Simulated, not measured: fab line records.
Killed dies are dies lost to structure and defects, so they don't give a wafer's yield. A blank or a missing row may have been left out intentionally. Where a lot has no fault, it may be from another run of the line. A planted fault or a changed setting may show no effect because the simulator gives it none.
A struck lot beside a sound one | flow nand harc | 13 out of 1159 route steps
Sound: wafers L864.2, L864.4, L864.6. Struck: wafer L881.5 (L881.2, L881.6, from the same lot, were not struck and are left out); the cause is given at the end.
Order at every step that has rows: each side's tool, ch and its chambers, its first start. Under that, the readings that differ: sound wafers | struck wafers | difference of the means | sigmas: that difference in standard deviations of wafers without a fault.
alike: same words and numbers on both sides, and readings whose means sit less than 2 such deviations apart. not compared: any withheld reading, any reading some wafer has no value for, any bound like >300 that may hide the same value, and any number with overlapping values for which the record gives no deviation.
A row with sigmas, a row that says differs or no value, or rows on one side alone: a step with any of these is where the two part. Numbers that have no deviation but don't overlap get no sigmas and don't part them. A reading missing from all wafers of one side parts the sides only when that side holds two or more wafers.

NHARC_A_SLIT_CD_MEAS_21:
  sound on cd sem-02 at day 14 14:51; struck on cd sem-03 at day 19 07:19
  alike: cd nm
then, 3 steps without rows for these wafers: NHARC_A_SIN_REMOVE_WET_00 (chemistry H3PO4, time 15300 s); NHARC_A_SIN_REMOVE_PRECLEAN_01 (cleans in SC1); NHARC_A_SIN_REMOVE_SRD_02.
NHARC_A_SIN_REMOVE_INSPECT_04:
  sound on defect inspect-02 at day 14 22:22; struck on defect inspect-01 at day 19 14:59
  alike: raw defect count
NHARC_A_WL_FILL_ALD_00: deposits Al2O3, target thk 3 nm, pulse time 3 s, ald cycles 30.
  sound on ald hk-04 ch 1,2, day 14 22:28; struck on ald hk-03 ch 2, day 19 15:07
  alike: heater power w, precursor pulse height rel
NHARC_A_WL_FILL_RTA_01: time 5 s.
  sound on rtp anneal-01 ch 0, day 14 22:44; struck on rtp anneal-02 ch 0, day 19 15:22
  reading            | sound          | struck | difference | sigmas
  lamp power pct (%) | 29.8 29.8 29.8 | 34.4   | +4.6       | +2
  alike: wafer_temp_C_max
then, 1 step without rows for these wafers: NHARC_A_WL_FILL_ALD_02 (deposits TiN, target thk 2 nm, pulse time 3 s, ald cycles 100).
NHARC_A_WL_FILL_CVD_03: deposits W, target thk 40 nm, time 3302 s.
  sound on cvd w-02 ch 0,1, day 15 03:01; struck on cvd w-01 ch 1, day 19 17:53
  alike: heater power w, throttle valve pct
NHARC_A_WL_FILL_ETCHBACK_04: etches the open film in NF3, target depth 60 nm, time 120 s.
  sound on rie metal-01 ch 0,1, day 15 06:25; struck on rie metal-03 ch 0, day 19 19:19
  reading                     | sound             | struck | difference | sigmas
  drypump motor current A (A) | 5.2 5.2 5.7       | 6.5    | +1.1       | +3
  oes product au (a.u.)       | 0.992 0.982 0.998 | 1.021  | +0.030     | +3
  alike: run length s
  not compared: rf hours counter h
NHARC_A_WL_FILL_ETCHBACK_05: etches the open film in Cl2/BCl3, target depth 22 nm, time 60 s.
  sound on rie metal-01 ch 0,1, day 15 06:38; struck on rie metal-03 ch 0, day 19 19:34
  reading                     | sound          | struck | difference | sigmas
  drypump motor current A (A) | 5.7 5.2 5.2    | 6.5    | +1.1       | +3
  run length s (s)            | 81.1 81.6 81.6 | 91.3   | +9.9       | +26
  alike: oes product au
  not compared: rf hours counter h
NHARC_A_WL_FILL_STRIP_27: strips in N2/H2, time 20 s.
  sound on plasma asher-02 ch 0,1, day 15 06:47; struck on plasma asher-02 ch 1, day 19 19:42
  alike: drypump motor current A, heater power w, rf refl power W
  not compared: rf hours counter h
-- jump in the record: it breaks off in module A_WL_FILL and resumes in module END (first step shown: number 1159 of the route), and 4 days separate the struck wafers' starts before and after --
NHARC_END_SORT_01:
  sound on prober-02 ch 0, day 20 00:36; struck on prober-01 ch 0, day 24 05:37
  reading             | sound  | struck | difference | sigmas
  killed at periphery | 3 8 11 | 2      | -5         | -2
  alike: killed at array, killed at other, killed dies, killed open, killed short

WHERE THEY PART
At NHARC_A_WL_FILL_RTA_01 first; at NHARC_END_SORT_01 last (within this record only).

WHY: whatever the simulator had introduced
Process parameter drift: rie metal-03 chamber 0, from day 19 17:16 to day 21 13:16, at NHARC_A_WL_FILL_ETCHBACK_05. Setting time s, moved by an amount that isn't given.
